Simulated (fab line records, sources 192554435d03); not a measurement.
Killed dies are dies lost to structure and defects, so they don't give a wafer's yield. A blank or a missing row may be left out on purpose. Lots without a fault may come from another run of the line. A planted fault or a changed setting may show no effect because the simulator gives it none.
fab line records | flow n5_finfet
record lots=8 wafers=22 last_day=18
route steps=1938 shown SD_EPI_P@307 SD_ACTIVATION@332 ILD0@338 BEOL_M4@1111 PASSIVATION@1936
lots that met no fault: from a run of the same line without faults
start_h: hours from the record's first day to the start of the lot's first wafer shown | wait_h: hours since the lot's step before | " the same as in the row above | L1.1+2: a row that stands for several wafers | - no value, or no start given | * or withheld: withheld | < > ~ a bound
route shown NAME@n: a module of which the file shows steps, and the number in the route of the first | usual: mean/standard deviation of fault-free wafers | same: alike in all rows | chamber/n: place in a boat | sites: the reading at each site | _std_site: their standard deviation | _edge_site: outer sites' mean less inner sites' | radius_mm: how far each site lies from the wafer's centre | mask NAME#n: copy n | behind: the tool/chamber that last shaped the wafer | hold: why the lot was held/for how many hours/how that ended | device: the transistor (n, p or np) that didn't switch | end of line: the same wafers' tests at the end of the route | a step without rows: its recipe alone | killed: dies lost to structure and defects at the first sort, not the wafer's yield | map: a wafer's dies, x killed, . not, _ none there
set.NAME: the setting as run; set.NAME@STEP: as run at that earlier step | model.NAME: the simulator's own value behind a step, which no gauge read
steps of the route over a sample of lots; a table a step, a row a wafer
services: from which hour (start_h, from the record's first day; less than 0 if before it) a tool's chamber was out of use, for how many hours, and why
## steps
# step N5_SD_EPI_P_ETCH_36
# recipe chemistry=CF4 target=SiARC target_depth_a=455 mask_material=CAR-ArF-block time_s=75.8 ion_energy_ev=80 pressure_mtorr=40 source_w=545 bias_w=36 Ar_flow_sccm=100 cf4_flow_sccm=100 ends=cleared
# usual bias_w=35.98/0.096 drypump_motor_current_A=5.7/0.48 etch_rf_on_time_s=76.3/1.4 oes_product_au=0.66/0.055 rf_vpp_V=184.0/1.2 showerhead_plenum_p_Torr=2.14/0.075 throttle_valve_pct=15.64/0.15
# columns lot.wafer tool chamber start_h wait_h bias_w drypump_motor_current_A etch_rf_on_time_s oes_product_au rf_hours_counter_h rf_vpp_V showerhead_plenum_p_Torr throttle_valve_pct
L994.1 rie_diel-01 3 70.19 0.0 35.89 5.0 76.3 0.63 162 182.2 2.06 15.59
L994.2 " 0 " " 35.96 6.0 76.2 0.69 115 183.8 2.07 15.73
L994.3 " 2 " " 36.00 5.9 76.3 0.65 151 185.4 2.23 15.77
L995.3 rie_diel-05 1 81.39 0.0 35.89 5.7 78.3 0.63 147 182.2 2.06 15.93
L995.5 " 0 " " 36.05 5.8 74.6 0.75 - 185.7 2.26 15.53
L995.6 " 3 " " 36.03 5.6 74.9 0.63 - 183.8 2.21 15.60
L101.3 rie_diel-02 0 117.82 0.0 35.98 5.7 72.8 0.65 142 183.6 2.15 15.54
L101.6 " 3 " " 36.00 5.9 77.5 0.61 - 182.9 2.05 15.65
L104.2 rie_diel-01 3 132.33 0.0 36.01 5.0 76.0 0.62 180 183.9 2.06 15.62
L104.3 " 2 " " 36.12 5.9 76.7 0.63 170 185.1 2.22 15.80
L104.4 " 0 " " 35.96 6.1 75.7 0.68 135 184.9 2.06 15.76
L105.5 rie_diel-02 2 138.95 0.0 36.00 4.9 75.0 0.64 - 185.0 2.13 15.50
L105.6 " 3 " " 35.84 5.9 77.9 0.60 - 183.4 2.04 15.67
L110.1 rie_diel-02 3 171.40 0.0 36.15 5.9 79.2 0.59 197 183.4 2.04 15.70
L110.3 " 0 " " 36.02 5.7 74.3 0.63 161 184.3 2.15 15.56
L110.5 " 3 " " 36.01 5.9 79.2 0.59 - 183.6 2.04 15.69
L112.2 rie_diel-01 1 180.30 0.0 36.01 6.5 76.8 0.76 42 183.6 2.17 15.43
L112.3 " 0 " " 36.06 6.1 75.3 0.66 150 182.3 2.06 15.80
L112.5 " 2 " " 35.98 5.9 77.1 0.62 - 185.0 2.22 15.84
L113.2 rie_diel-02 1 187.92 0.0 36.02 6.2 75.0 0.62 192 184.6 2.22 15.68
L113.4 " 3 " " 36.02 5.9 78.0 0.59 202 182.2 2.04 15.70
L113.6 " 1 " " 35.97 6.2 75.1 0.62 - 185.5 2.22 15.68
# step N5_SD_EPI_P_ETCH_16
# recipe chemistry=CHF3/O2 target=SiO2 target_depth_a=50 mask_material=SOC pressure_mtorr=30 source_w=650 bias_w=170 Ar_flow_sccm=200 CHF3_flow_sccm=50 O2_flow_sccm=5 ion_energy_ev=200
# usual bias_w=170.0/0.52 drypump_motor_current_A=5.7/0.47 oes_o_777_au=0.77/0.06 oes_product_au=0.77/0.067 rf_vpp_V=527/9.6 showerhead_plenum_p_Torr=2.41/0.086 throttle_valve_pct=18.93/0.17
# columns lot.wafer tool chamber start_h wait_h bias_w drypump_motor_current_A oes_o_777_au oes_product_au rf_hours_counter_h rf_vpp_V showerhead_plenum_p_Torr throttle_valve_pct
L994.1 rie_diel-01 3 70.77 0.1 169.7 5.0 0.75 0.75 163 527 2.32 18.91
L994.2 " 0 " " 169.4 6.0 0.83 0.81 115 523 2.33 19.01
L994.3 " 2 " " 171.0 6.0 0.74 0.76 151 545 2.51 19.05
L995.3 rie_diel-05 1 81.97 0.1 169.7 5.7 0.74 0.74 147 532 2.33 19.30
L995.5 " 0 " " 169.2 5.9 0.87 0.88 - 547 2.55 18.86
L995.6 " 3 " " 170.2 5.6 0.73 0.74 - 530 2.50 18.99
L101.3 rie_diel-02 0 118.40 0.1 169.4 5.8 0.75 0.75 142 523 2.41 18.74
L101.6 " 3 " " 169.5 5.9 0.73 0.71 - 522 2.30 18.89
L104.2 rie_diel-01 3 132.91 0.1 169.6 5.0 0.74 0.72 181 526 2.31 18.92
L104.3 " 2 " " 168.8 6.0 0.72 0.74 170 545 2.50 19.10
L104.4 " 0 " " 169.8 6.1 0.80 0.79 135 522 2.32 19.06
L105.5 rie_diel-02 2 139.53 0.0 169.5 5.0 0.74 0.74 - 527 2.39 18.73
L105.6 " 3 " " 170.5 5.9 0.73 0.71 - 523 2.30 18.90
L110.1 rie_diel-02 3 171.98 0.1 170.7 5.9 0.73 0.70 197 522 2.29 18.91
L110.3 " 0 " " 170.1 5.7 0.74 0.74 161 522 2.41 18.77
L110.5 " 3 " " 170.3 5.9 0.72 0.70 - 523 2.29 18.91
L112.2 rie_diel-01 1 180.89 0.1 170.5 6.5 0.87 0.89 42 521 2.43 18.68
L112.3 " 0 " " 169.6 6.0 0.79 0.78 150 523 2.31 19.09
L112.5 " 2 " " 168.9 6.0 0.72 0.73 - 543 2.50 19.12
L113.2 rie_diel-02 1 188.50 0.1 170.7 6.2 0.73 0.71 192 524 2.49 18.91
L113.4 " 3 " " 170.1 5.9 0.72 0.69 202 522 2.29 18.91
L113.6 " 1 " " 170.2 6.2 0.74 0.72 - 524 2.49 18.92
# step N5_SD_EPI_P_EPI_21
# recipe material=SiGe:B dopant=B temp_c=550 pressure_torr=20 ambient=H2 time_s=355
# usual epi_growth_time_s=355/0
# columns lot.wafer tool chamber start_h wait_h epi_growth_time_s
L994.1 epi_rpcvd-02 0 71.66 0.2 355
L994.2 " 0 " " 355
L994.3 " 0 " " 355
L995.3 epi_rpcvd-01 0 83.78 1.1 355
L995.5 " 0 " " 355
L995.6 " 0 " " 355
L101.3 epi_rpcvd-02 0 119.86 0.8 204.42
L101.6 " 0 120.94 1.8 204.42
L104.2 epi_rpcvd-02 0 134.24 0.6 355
L104.3 " 0 " " 204.42
L104.4 " 0 " " 355
L105.5 epi_rpcvd-02 0 141.70 1.5 355
L105.6 " 0 " " 204.42
L110.1 epi_rpcvd-04 0 172.71 0.1 355
L110.3 " 0 " " 355
L110.5 " 0 " " 355
L112.2 epi_rpcvd-01 0 181.98 0.5 355
L112.3 " 0 " " 355
L112.5 " 0 " " 355
L113.2 epi_rpcvd-01 0 189.59 0.5 355
L113.4 " 0 " " 355
L113.6 " 0 " " 355
# step N5_SD_EPI_P_EPI_MEAS_23
# recipe mode=xrd
# usual thk_nm=61.1/1.3
# columns lot.wafer tool chamber start_h wait_h thk_nm
L994.1 film_metro-01 - 74.60 2.5 61.0
L994.2 " - " " 61.1
L994.3 " - " " 61.5
L995.3 film_metro-02 - 85.74 1.5 59.9
L995.5 " - " " 62.0
L995.6 " - " " 61.4
L101.3 film_metro-02 - 121.34 1.1 37.7
L101.6 " - " " 38.5
L104.2 film_metro-01 - 136.68 2.0 61.0
L104.3 " - " " 39.0
L104.4 " - " " 62.9
L105.5 film_metro-02 - 142.47 0.4 60.3
L105.6 " - " " 36.9
L110.1 film_metro-02 - 174.91 1.8 61.0
L110.3 " - " " 62.2
L110.5 " - " " 61.1
L112.2 film_metro-02 - 183.81 1.5 60.8
L112.3 " - " " 60.5
L112.5 " - " " 60.1
L113.2 film_metro-02 - 191.43 1.5 60.0
L113.4 " - " " 60.0
L113.6 " - " " 57.5
# step N5_SD_ACTIVATION_RS_MEAS_03
# recipe thk_meas_gauge=four-point-probe
# usual RS_SD_N=21.82/0.29 RS_SD_P=56.1/0.88
# columns lot.wafer tool chamber start_h wait_h RS_SD_N[ohm/sq] RS_SD_P[ohm/sq]
L994.1 film_metro-02 - 75.33 0.2 21.71 55.7
L994.2 " - " " 21.37 55.6
L994.3 " - " " 21.55 56.3
L995.3 film_metro-01 - 86.53 0.2 21.58 55.6
L995.5 " - " " 21.70 56.6
L995.6 " - " " 21.76 55.1
L101.3 film_metro-01 - 122.00 0.2 22.45 89.0
L101.6 " - " " 22.03 87.5
L104.2 film_metro-02 - 137.31 0.2 21.98 54.0
L104.3 " - " " 22.03 89.4
L104.4 " - " " 21.98 55.4
L105.5 film_metro-02 - 143.30 0.1 21.70 56.7
L105.6 " - " " 21.47 91.7
L110.1 film_metro-01 - 175.52 0.2 21.75 56.6
L110.3 " - " " 21.45 56.8
L110.5 " - " " 21.66 56.8
L112.2 film_metro-02 - 184.59 0.2 22.07 55.3
L112.3 " - " " 21.62 55.6
L112.5 " - " " 22.20 55.0
L113.2 film_metro-02 - 192.05 0.2 21.83 58.0
L113.4 " - " " 21.79 57.2
L113.6 " - " " 21.75 57.9
# step N5_ILD0_CMP_03
# recipe stop_on=SiNx t_overpolish_s=1.9 post_cmp_clean=alkaline_brush down_force_psi=4.1491 platen_rpm=51.796 pad_velocity_m_s=1.0306 target_thk_nm=197.38
# usual motor_current_A=12.5/1.2 overpolish_run_s=1.900/0.0096 platen_rpm=51.79/0.038 slurry_filter_dp_kPa=13.50/0.15 time_to_endpoint_s=70/4.8
# columns lot.wafer tool chamber start_h wait_h motor_current_A overpolish_run_s platen_rpm slurry_filter_dp_kPa time_to_endpoint_s
L994.2 cmp-03 3 78.16 0.0 13.1 1.904 51.75 13.58 66
L994.3 " 0 " " 13.7 1.901 51.78 13.90 63
L994.1 " 2 " " 13.8 1.905 51.81 13.51 70
L995.3 cmp-02 1 89.35 0.1 13.0 1.911 51.79 13.52 73
L995.6 " 3 " " 13.2 1.887 51.79 13.49 71
L995.5 " 0 " " 11.1 1.908 51.82 13.67 70
L101.3 cmp-03 3 124.79 0.1 13.8 1.904 51.76 13.27 63
L101.6 " 0 " " 13.6 1.908 51.79 13.37 67
L104.4 cmp-01 2 140.02 0.0 11.1 1.902 51.73 13.58 75
L104.3 " 3 " " 14.1 1.893 51.88 13.51 80
L104.2 " 0 " " 10.6 1.892 51.82 13.55 75
L105.5 cmp-02 2 146.09 0.2 12.4 1.908 51.76 13.41 62
L105.6 " 3 " " 11.3 1.894 51.83 13.28 61
L110.1 cmp-02 3 178.31 0.1 12.0 1.899 51.82 13.71 63
L110.3 " 0 " " 11.2 1.907 51.83 13.38 63
L110.5 " 3 " " 12.1 1.908 51.86 13.29 61
L112.2 cmp-02 0 188.44 0.0 10.6 1.887 51.77 13.27 66
L112.3 " 1 " " 13.3 1.902 51.79 13.26 67
L112.5 " 0 " " 10.8 1.895 51.73 13.49 66
L113.2 cmp-01 0 195.15 0.1 9.8 1.905 51.77 13.37 66
L113.4 " 2 " " 11.3 1.902 51.83 13.37 67
L113.6 " 3 " " 14.0 1.890 51.75 13.65 74
# step N5_BEOL_M4_RC_MEAS_101
# usual DIBL_N=36.0/1.6 DIBL_P=36.1/2 IOFF_N=0.160/0.029 IOFF_P=0.21/0.039 ION_N=675/13 ION_P=464/8.8 REXT_P=101.2/2.8 RS_SD_P=66.0/0.99 SS_N=71.5/0.58 SS_P=73.3/0.65 VT_N=250/3.3 VT_P=-249/3.6 VT_P_LVT=-98.0/2.9
# columns lot.wafer tool chamber start_h wait_h DIBL_N[mV/V] DIBL_P[mV/V] IOFF_N[nA/um] IOFF_P[nA/um] ION_N[uA/um] ION_P[uA/um] REXT_P[ohm.um] RS_SD_P[ohm/sq] SS_N[mV/dec] SS_P[mV/dec] VT_N[mV] VT_P[mV] VT_P_LVT[mV]
L994.1 prober-02 0 186.81 0.0 34.2 34.1 0.121 0.15 653 451 99.2 65.4 71.7 72.7 254 -259 -103.4
L994.2 " 0 " " 36.3 36.7 0.150 0.18 673 456 98.6 65.2 72.6 74.0 252 -255 -101.4
L994.3 " 0 " " 33.9 33.6 0.110 0.14 649 448 100.3 66.3 71.4 72.3 255 -259 -103.6
L995.3 prober-02 0 191.35 0.3 33.7 35.3 0.146 0.19 678 463 100.0 65.7 71.2 73.1 250 -252 -99.7
L995.5 " 0 " " 32.2 33.5 0.118 0.17 675 466 99.3 66.1 70.8 72.7 253 -250 -100.3
L995.6 " 0 " " 35.7 37.8 0.175 0.23 678 463 98.7 65.5 70.7 73.7 247 -249 -98.0
L101.3 prober-02 0 234.71 0.3 36.3 38.5 0.166 0.16 679 427 121.2 105.0 72.5 72.7 248 -260 -111.9
L101.6 " 0 " " 37.7 40.6 0.180 0.18 672 423 121.4 103.0 72.1 73.5 248 -261 -110.4
L104.2 prober-01 0 238.45 0.2 35.6 34.9 0.155 0.22 652 457 104.4 65.0 71.7 72.7 250 -248 -95.8
L104.3 " 0 " " 36.5 39.4 0.178 0.18 689 438 121.9 104.9 71.2 74.2 247 -260 -106.0
L104.4 " 0 " " 37.4 37.6 0.204 0.28 685 472 102.4 64.8 72.0 73.3 246 -245 -91.2
L105.5 prober-02 0 244.65 0.6 35.0 33.5 0.135 0.19 665 457 104.6 66.8 71.2 72.5 252 -252 -101.6
L105.6 " 0 " " 34.6 35.9 0.135 0.14 664 427 122.1 107.3 70.7 72.9 251 -264 -113.6
L112.2 prober-02 0 294.61 0.2 31.8 33.0 0.115 0.18 667 461 95.8 64.7 70.8 72.4 256 -250 -101.4
L112.3 " 0 " " 32.8 34.9 0.123 0.21 663 468 94.6 65.4 71.1 73.2 254 -246 -98.8
L112.5 " 0 " " 35.6 37.3 0.171 0.24 681 471 95.4 65.6 71.3 73.8 249 -247 -96.8
L110.1 prober-01 0 297.94 0.0 34.8 34.0 0.146 0.17 687 463 98.4 66.2 70.9 72.3 247 -252 -97.6
L110.3 " 0 " " 36.2 35.5 0.154 0.20 681 469 100.2 66.4 71.5 73.7 248 -250 -96.4
L110.5 " 0 " " 36.8 35.9 0.174 0.21 699 468 98.4 66.5 71.2 73.0 247 -250 -95.4
L113.2 prober-02 0 303.43 0.2 34.6 33.6 0.128 0.19 664 462 102.6 67.3 70.7 72.0 253 -247 -100.6
L113.4 " 0 " " 35.0 35.3 0.139 0.21 657 458 100.9 66.6 71.5 72.9 253 -251 -99.1
L113.6 " 0 " " 37.1 37.7 0.180 0.25 682 465 103.5 67.8 71.9 74.1 247 -247 -96.8
# step N5_PASSIVATION_PROBE_49
# usual defect_limited_yield=91.0/1.3 killed_at_M0_to_M3=36/9.5 killed_at_M4_up=14/5.6 killed_at_contacts=12/6.4 killed_at_front_end=40/10 killed_at_other=3.2/3 killed_dies=107/15 killed_open=69/12 killed_short=35/7.7 sort_bin_5_function=5.3/0.91 sort_bin_6_memory=3.3/0.65 sort_bin_8_speed=0.00/0.012 sort_n_pass=1073/15 sort_yield_pct=91.0/1.3
# same gross_dies=1180 killed_at_back_side=0 sort_bin_4_leakage[%]=0
# columns lot.wafer tool chamber start_h wait_h defect_limited_yield[%] killed_at_M0_to_M3 killed_at_M4_up killed_at_contacts killed_at_front_end killed_at_other killed_dies killed_open killed_short sort_bin_5_function[%] sort_bin_6_memory[%] sort_bin_8_speed[%] sort_n_pass sort_yield_pct[%]
L101.3 prober-01 - 346.37 0.1 92.0 22 19 10 38 5 94 60 30 4.7 2.6 21.44 833 70.6
L101.6 prober-01 - 346.52 0.3 91.2 25 13 15 45 6 104 68 32 4.8 3.6 43.64 561 47.5
L104.2 prober-02 - 354.66 0.1 88.4 58 13 23 40 3 137 92 39 6.3 4.7 0 1043 88.4
L104.3 prober-02 - 354.71 0.1 91.4 35 12 13 41 1 102 62 33 5.3 2.5 1.61 1059 89.7
L104.4 prober-02 - 354.76 0.2 89.3 36 16 22 48 4 126 82 37 6.1 4.4 0 1054 89.3
L105.5 prober-02 - 358.36 0.2 89.7 62 9 6 38 6 121 70 50 5.7 4.4 0 1059 89.7
L105.6 prober-02 - 358.41 0.3 88.3 40 32 15 51 0 138 101 35 7.1 4.4 16.19 851 72.1
# killed by level:class
L101.3 BEOL_M4:geometric_particle:open=9 MOL_CONTACT_COAG:geometric_particle:open=7 BEOL_M0_SAQP:geometric_particle:open=7 FIN_SAQP:geometric_particle:short=6 STI_FIN_REVEAL:geometric_particle:open=5 FIN_SAQP:geometric_particle:open=4 GATE_CUT:geometric_particle:short=4 BEOL_M0_SAQP:geometric_particle:short=4
L101.6 MOL_CONTACT_COAG:geometric_particle:open=13 STI_FIN_REVEAL:geometric_particle:open=10 BEOL_M1:geometric_particle:open=8 FIN_SAQP:geometric_particle:open=5 FIN_SAQP:geometric_particle:short=5 BEOL_M0_SAQP:geometric_particle:short=5 GATE_CUT:geometric_particle:short=5 BEOL_M2:geometric_particle:open=5
L104.2 MOL_CONTACT_COAG:geometric_particle:open=20 BEOL_M0_SAQP:geometric_particle:open=17 BEOL_M0_SAQP:geometric_particle:short=13 BEOL_M3:geometric_particle:open=12 STI_FIN_REVEAL:geometric_particle:open=10 STI_FIN_REVEAL:geometric_particle:short=7 BEOL_M4:geometric_particle:open=7 BEOL_M2:geometric_particle:open=6
L104.3 STI_FIN_REVEAL:geometric_particle:open=13 MOL_CONTACT_COAG:geometric_particle:open=11 BEOL_M0_SAQP:geometric_particle:short=10 GATE_CUT:geometric_particle:short=6 BEOL_M4:geometric_particle:open=6 BEOL_M0_SAQP:geometric_particle:open=5 BEOL_M1:geometric_particle:open=5 HKMG_FIN:area_etch=5
L104.4 MOL_CONTACT_COAG:geometric_particle:open=15 STI_FIN_REVEAL:geometric_particle:open=13 BEOL_M3:geometric_particle:open=13 MOL_CONTACT_COAG:geometric_particle:short=7 BEOL_M4:geometric_particle:open=7 STARTING-WAFER:geometric_particle:open=6 DUMMY_GATE:geometric_particle:open=5 GATE_CUT:geometric_particle:open=5
L105.5 BEOL_M2:geometric_particle:open=15 FIN_SAQP:geometric_particle:short=14 BEOL_M0_SAQP:geometric_particle:short=13 BEOL_M1:geometric_particle:open=10 BEOL_M0_SAQP:geometric_particle:open=7 MOL_CONTACT_COAG:geometric_particle:open=6 DUMMY_GATE:geometric_particle:open=5 BEOL_M1:geometric_particle:short=5
L105.6 BEOL_M4:geometric_particle:open=17 FIN_SAQP:geometric_particle:open=13 FIN_SAQP:geometric_particle:short=13 BEOL_M2:geometric_particle:open=12 STI_FIN_REVEAL:geometric_particle:open=11 MOL_CONTACT_COAG:geometric_particle:open=10 BEOL_M1:geometric_particle:open=10 BEOL_M3:geometric_particle:open=6
## services
# columns tool chamber start_h hours kind
cmp-03 - 71.24 4.3 repair
epi_rpcvd-04 - 74.19 6.0 pm
rie_diel-01 3 76.84 10.0 repair
rie_diel-05 1 91.99 2.6 repair
rie_diel-02 1 92.88 3.0 repair
cmp-03 - 96.44 0.5 repair
cmp-02 - 102.12 2.7 repair
rie_diel-02 1 113.71 14.4 repair
cmp-02 - 119.96 2.1 repair
cmp-02 - 135.25 4.0 pm
cmp-02 - 139.25 - consumable_replace:conditioner
cmp-02 - 139.25 - consumable_replace:pad
rie_diel-02 1 163.00 10.2 repair
cmp-01 - 164.50 4.3 pm
cmp-01 - 173.86 3.3 repair
rie_diel-05 1 177.64 1.4 repair
rie_diel-01 0 181.02 4.1 repair
## key
first_sign step=N5_SD_EPI_P_EPI_21 reading=epi_growth_time_s direction=down sigmas=99+ usual=* struck=*
effect step=N5_SD_EPI_P_EPI_MEAS_23 reading=thk_nm direction=down sigmas=18 usual=* struck=*
effect step=N5_SD_ACTIVATION_RS_MEAS_03 reading=RS_SD_P direction=up sigmas=38 usual=56.1 struck=89.4
effect step=N5_BEOL_M4_RC_MEAS_101 reading=RS_SD_P direction=up sigmas=39 usual=66.0 struck=105.1
effect step=N5_BEOL_M4_RC_MEAS_101 reading=REXT_P direction=up sigmas=7.2 usual=101.2 struck=121.6
effect step=N5_BEOL_M4_RC_MEAS_101 reading=VT_P_LVT direction=down sigmas=4.4 usual=-98.0 struck=-110.5
effect step=N5_BEOL_M4_RC_MEAS_101 reading=ION_P direction=down sigmas=4 usual=464 struck=429
effect step=N5_BEOL_M4_RC_MEAS_101 reading=VT_P direction=down sigmas=3.3 usual=-249 struck=-261
effect step=N5_PASSIVATION_PROBE_49 reading=sort_bin_8_speed direction=up sigmas=99+ usual=0.00 struck=20.72
met_at N5_SD_EPI_P_EPI_21
struck_lots L101,L104,L105
struck_wafers L101.3,L101.6,L104.3,L105.6
not_acting_at N5_SD_EPI_P_ETCH_36,N5_SD_EPI_P_ETCH_16,N5_ILD0_CMP_03
onset_between 71.66 119.86
fault kind=process_parameter_drift tool=epi_rpcvd-02 chamber=- onset_h=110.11 steps=N5_SD_EPI_P_EPI_21 channel=epi_growth_time_s offset=* shape=step end_h=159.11 scope=struck_wafers_only acts_in=* stated=*
